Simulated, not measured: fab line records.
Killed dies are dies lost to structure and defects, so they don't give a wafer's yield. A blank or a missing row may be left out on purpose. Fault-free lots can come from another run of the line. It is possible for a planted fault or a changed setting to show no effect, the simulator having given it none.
Split-lot experiment :: flow n5_finfet :: 21 wafers read from 7 lots, route of 1938 steps

THE SPLIT
At N5_BEOL_M9_ETCH_66 (etches SOC in N2/H2, target depth 80 nm, overetch 16 nm, time 120 s), the setting time_s was moved away from the recipe's 120 s on 9 of the 21 wafers read, by -19.7% to +19.7%. All remaining wafers had this setting at the recipe value.

The split's own step is where the reading is taken.

THE READING
SiARC_of_BEOL_M9_COAT_64.thk_nm (the simulator's own value, which no gauge read), in nm, at N5_BEOL_M9_ETCH_66 (etches SOC in N2/H2, target depth 80 nm, overetch 16 nm, time 120 s). The file does not state a usual value for it. Average 6.5 nm, standard deviation 0.15 nm, over the 12 wafers here run with the recipe.

wafer: L074.1
tool, chamber at the split: rie_diel-06, 0
time_s as run, s: 120
against the recipe: recipe
SiARC_of_BEOL_M9_COAT_64.thk_nm, nm: 6.4
against lot-mates on the recipe: -

wafer: L074.2
tool, chamber at the split: rie_diel-06, 2
time_s as run, s: 120
against the recipe: recipe
SiARC_of_BEOL_M9_COAT_64.thk_nm, nm: 6.8
against lot-mates on the recipe: -

wafer: L074.3
tool, chamber at the split: rie_diel-06, 3
time_s as run, s: 120
against the recipe: recipe
SiARC_of_BEOL_M9_COAT_64.thk_nm, nm: 6.6
against lot-mates on the recipe: -

wafer: L081.1
tool, chamber at the split: rie_diel-02, 2
time_s as run, s: 120
against the recipe: recipe
SiARC_of_BEOL_M9_COAT_64.thk_nm, nm: 6.4
against lot-mates on the recipe: -

wafer: L081.3
tool, chamber at the split: rie_diel-02, 3
time_s as run, s: 141.5
against the recipe: +17.9%
SiARC_of_BEOL_M9_COAT_64.thk_nm, nm: 5.4
against lot-mates on the recipe: -1.0

wafer: L081.4
tool, chamber at the split: rie_diel-02, 0
time_s as run, s: 141.5
against the recipe: +17.9%
SiARC_of_BEOL_M9_COAT_64.thk_nm, nm: 5.6
against lot-mates on the recipe: -0.8

wafer: L086.3
tool, chamber at the split: rie_diel-06, 0
time_s as run, s: 134.2
against the recipe: +11.8%
SiARC_of_BEOL_M9_COAT_64.thk_nm, nm: 5.6
against lot-mates on the recipe: -0.8

wafer: L086.4
tool, chamber at the split: rie_diel-06, 3
time_s as run, s: 134.2
against the recipe: +11.8%
SiARC_of_BEOL_M9_COAT_64.thk_nm, nm: 5.8
against lot-mates on the recipe: -0.6

wafer: L086.5
tool, chamber at the split: rie_diel-06, 3
time_s as run, s: 120
against the recipe: recipe
SiARC_of_BEOL_M9_COAT_64.thk_nm, nm: 6.4
against lot-mates on the recipe: -

wafer: L090.1
tool, chamber at the split: rie_diel-02, 2,0
time_s as run, s: 120
against the recipe: recipe
SiARC_of_BEOL_M9_COAT_64.thk_nm, nm: 6.4
against lot-mates on the recipe: -

wafer: L090.4
tool, chamber at the split: rie_diel-02, 2,0
time_s as run, s: 120
against the recipe: recipe
SiARC_of_BEOL_M9_COAT_64.thk_nm, nm: 6.4
against lot-mates on the recipe: -

wafer: L090.3
tool, chamber at the split: rie_diel-02, 3
time_s as run, s: 120
against the recipe: recipe
SiARC_of_BEOL_M9_COAT_64.thk_nm, nm: 6.6
against lot-mates on the recipe: -

wafer: L092.3
tool, chamber at the split: rie_diel-06, 0
time_s as run, s: 143.6
against the recipe: +19.7%
SiARC_of_BEOL_M9_COAT_64.thk_nm, nm: 5.4
against lot-mates on the recipe: -1.1

wafer: L092.5
tool, chamber at the split: rie_diel-06, 2
time_s as run, s: 120
against the recipe: recipe
SiARC_of_BEOL_M9_COAT_64.thk_nm, nm: 6.6
against lot-mates on the recipe: -

wafer: L092.6
tool, chamber at the split: rie_diel-06, 3
time_s as run, s: 120
against the recipe: recipe
SiARC_of_BEOL_M9_COAT_64.thk_nm, nm: 6.4
against lot-mates on the recipe: -

wafer: L095.3
tool, chamber at the split: rie_diel-01, 1
time_s as run, s: 120
against the recipe: recipe
SiARC_of_BEOL_M9_COAT_64.thk_nm, nm: 6.2
against lot-mates on the recipe: -

wafer: L095.4
tool, chamber at the split: rie_diel-01, 3
time_s as run, s: 96.35
against the recipe: -19.7%
SiARC_of_BEOL_M9_COAT_64.thk_nm, nm: 7.4
against lot-mates on the recipe: +1.2

wafer: L095.6
tool, chamber at the split: rie_diel-01, 3
time_s as run, s: 96.35
against the recipe: -19.7%
SiARC_of_BEOL_M9_COAT_64.thk_nm, nm: 7.6
against lot-mates on the recipe: +1.4

wafer: L096.1
tool, chamber at the split: rie_diel-02, 3,1
time_s as run, s: 139.5
against the recipe: +16.3%
SiARC_of_BEOL_M9_COAT_64.thk_nm, nm: 5.8
against lot-mates on the recipe: -0.6

wafer: L096.4
tool, chamber at the split: rie_diel-02, 3,1
time_s as run, s: 139.5
against the recipe: +16.3%
SiARC_of_BEOL_M9_COAT_64.thk_nm, nm: 5.8
against lot-mates on the recipe: -0.6

wafer: L096.3
tool, chamber at the split: rie_diel-02, 2
time_s as run, s: 120
against the recipe: recipe
SiARC_of_BEOL_M9_COAT_64.thk_nm, nm: 6.4
against lot-mates on the recipe: -
Where a row lists several chambers, the file gives one row for several wafers and doesn't say which wafer went through which chamber.

THE FIT
A straight line over all 21 wafers: SiARC_of_BEOL_M9_COAT_64.thk_nm changes by -0.052 nm for each +1% of time_s; r = -0.97; the points scatter about the line by 0.15 nm.
The same after taking each lot's own level away (the mean of its wafers on the recipe; 21 wafers): -0.0555 nm for each +1%; r = -0.97; scatter 0.15 nm.
According to that fit, moving time_s by its largest amount changes the reading by 1.1 nm.
Measured against the standard deviation above, the lots' own levels, which go from 6.20 to 6.60 nm, span 2.7 times it.
The two slopes are in agreement: the lot-to-lot level therefore moves the slope only a little.
Check: +1.13 nm against its lot-mates is what the line predicts for one of the wafers moved furthest among these (-19.7%) when that wafer is left out of the fit. Against them it came out at +1.2 nm.

OTHER SPLITS APPLIED TO THESE WAFERS
Other splits were also applied to these wafers ahead of the reading. Each is held against what the fit with the lots' levels taken away leaves over:
other split on the same wafers: N5_BEOL_M5_EXPOSE_08 dose_mj
wafers away from the commonest value: 4
r with SiARC_of_BEOL_M9_COAT_64.thk_nm (lot level and that fit taken away): +0.05

other split on the same wafers: N5_BEOL_M6_DEP_56 time_s
wafers away from the commonest value: 7
r with SiARC_of_BEOL_M9_COAT_64.thk_nm (lot level and that fit taken away): -0.02

other split on the same wafers: N5_BEOL_M7_DESCUM_33 time_s
wafers away from the commonest value: 13
r with SiARC_of_BEOL_M9_COAT_64.thk_nm (lot level and that fit taken away): -0.30

other split on the same wafers: N5_BEOL_M8_ETCH_66 bias_w
wafers away from the commonest value: 7
r with SiARC_of_BEOL_M9_COAT_64.thk_nm (lot level and that fit taken away): -0.04

other split on the same wafers: N5_BEOL_M8_TRENCH_ETCH_37 source_w
wafers away from the commonest value: 5
r with SiARC_of_BEOL_M9_COAT_64.thk_nm (lot level and that fit taken away): +0.01

THE FILE'S OWN FIT
SiARC_of_BEOL_M9_COAT_64.thk_nm changes by -0.0543 nm for each +1% of time_s, r = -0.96.
